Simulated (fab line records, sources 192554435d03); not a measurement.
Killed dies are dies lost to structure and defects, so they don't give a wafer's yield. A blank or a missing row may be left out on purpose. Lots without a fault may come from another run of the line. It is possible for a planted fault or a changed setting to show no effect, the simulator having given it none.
One fault through the eyes of 3 desks :: flow n5-finfet :: only its own numbers are on each desk; what lay behind them is given at the end

## METROLOGY DESK
What the gauges read, lot by lot, whatever tool the lot ran on: means of the sampled wafers that have a number. Marked OUT: a lot whose mean sits more than 4 standard deviations from the usual mean, which makes it out of limits; the brackets give that distance. Shown here are 7 of its 10 readings, the ones lying furthest out on some lot.
Columns: A = DIBL_N at N5_BEOL_M4_RC_MEAS_101, usual 35.8 mV/V; B = DIBL_P at N5_BEOL_M4_RC_MEAS_101, usual 35.6 mV/V; C = IOFF_N at N5_BEOL_M4_RC_MEAS_101, usual 0.148 nA/um; D = IOFF_P at N5_BEOL_M4_RC_MEAS_101, usual 0.20 nA/um; E = ION_P at N5_BEOL_M4_RC_MEAS_101, usual 462 uA/um; F = SS_P at N5_BEOL_M4_RC_MEAS_101, usual 73.1 mV/dec; G = VT_P at N5_BEOL_M4_RC_MEAS_101, usual -251 mV
lot: L161
first seen here: day 8 00:16
A: 35.1
B: 35.3
C: 0.158
D: 0.21
E: 468
F: 73.0
G: -248

lot: L162
first seen here: day 9 00:37
A: 37.2
B: 35.1
C: 0.151
D: 0.22
E: 467
F: 73.6
G: -248

lot: L173
first seen here: day 11 04:51
A: 34.6
B: 35.0
C: 0.139
D: 0.21
E: 467
F: 72.6
G: -250

lot: L174
first seen here: day 11 22:08
A: 34.3
B: 34.4
C: 0.145
D: 0.22
E: 473
F: 73.7
G: -246

lot: L177
first seen here: day 12 03:19
A: 36.6
B: 36.8
C: 0.158
D: 0.20
E: 461
F: 73.3
G: -252

lot: L180
first seen here: day 13 02:19
A: 38.1
B: 40.2
C: 0.188
D: 0.25
E: 466
F: 74.1
G: -248

lot: L181
first seen here: day 13 18:52
A: 36.5
B: 35.2
C: 0.161
D: 0.20
E: 468
F: 72.3
G: -248

lot: L182
first seen here: day 13 22:43
A: 35.0
B: 35.0
C: 0.157
D: 0.20
E: 470
F: 72.7
G: -248
This desk's finding: nothing out of limits on any of the 8 lots.

## THE DEFECT DESK
Lot by lot, what the route's inspections counted, given as the mean of those sampled wafers with a number. Marked OUT: a lot whose mean sits more than 4 standard deviations from the usual mean, which makes it out of limits; the brackets give that distance.
Columns: A = raw-defect-count at N5_FIN_CUT_INSPECT_17, usual 225
lot: L161
first seen here: day 2 16:22
A: 357

lot: L162
first seen here: day 2 21:53
A: 171

lot: L173
first seen here: day 5 17:06
A: 1596 (+23) OUT

lot: L174
first seen here: day 5 23:27
A: 1498 (+22) OUT

lot: L177
first seen here: day 6 16:50
A: 1558 (+23) OUT

lot: L180
first seen here: day 7 11:13
A: 255

lot: L181
first seen here: day 7 16:17
A: 179

lot: L182
first seen here: day 7 21:46
A: 248
This desk finds L173, L174, L177 out of limits, L173 being first, at day 5 17:06 (raw-defect-count at N5_FIN_CUT_INSPECT_17). Within limits: L161, L162, L180, L181, L182.

## TOOL OWNER'S DESK, rie-diel-01
The tool's own readings at N5_FIN_CUT_ETCH_21 (etches SOC in N2/H2, target depth 219 nm, overetch 43.8 nm, time 523.5 s): means of the sampled wafers that have a number, for each lot that ran on this tool. Marked OUT: a lot whose mean sits more than 4 standard deviations from the usual mean, which makes it out of limits; the brackets give that distance.
Columns: A = drypump-motor-current-A at N5_FIN_CUT_ETCH_21, usual 5.5 A; B = oes-product-au at N5_FIN_CUT_ETCH_21, usual 0.70 a.u.; C = rf-vpp-V at N5_FIN_CUT_ETCH_21, usual 241.0 V; D = showerhead-plenum-p-Torr at N5_FIN_CUT_ETCH_21, usual 2.57 Torr; E = throttle-valve-pct at N5_FIN_CUT_ETCH_21, usual 17.79 %
lot: L161
first seen here: day 2 15:34
A: 5.5
B: 0.69
C: 241.1
D: 2.59
E: 17.86

lot: L162
first seen here: day 2 21:04
A: 5.5
B: 0.70
C: 240.9
D: 2.59
E: 17.87

lot: L173
first seen here: day 5 16:13
A: 5.5
B: 0.71
C: 241.8
D: 2.63
E: 17.81

lot: L174
first seen here: day 5 22:38
A: 5.6
B: 0.66
C: 241.8
D: 2.61
E: 17.77

lot: L177
first seen here: day 6 15:56
A: 5.6
B: 0.69
C: 241.5
D: 2.58
E: 17.81
This desk's finding: nothing out of limits on any of the 5 lots.

## PUT TOGETHER
The defect desk could have raised an alarm at day 5 17:06, on L173, L174, L177.
At the metrology desk, nothing out of limits was observed.
The desk of the tool owner found nothing out of limits.
The metrology desk has L173, L174, L177 on record, within its limits.
The tool owner's desk has L173, L174, L177 on record, within its limits.
N5_FIN_CUT_ETCH_21 was run on rie-diel-01 by each of the lots named.

## WHAT THE SIMULATOR HAD INSERTED
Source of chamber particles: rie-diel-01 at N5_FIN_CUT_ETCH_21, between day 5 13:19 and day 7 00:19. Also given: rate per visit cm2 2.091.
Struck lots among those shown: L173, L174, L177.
Hours from the fault's start to each desk's first reading out of limits: the defect desk, 4.
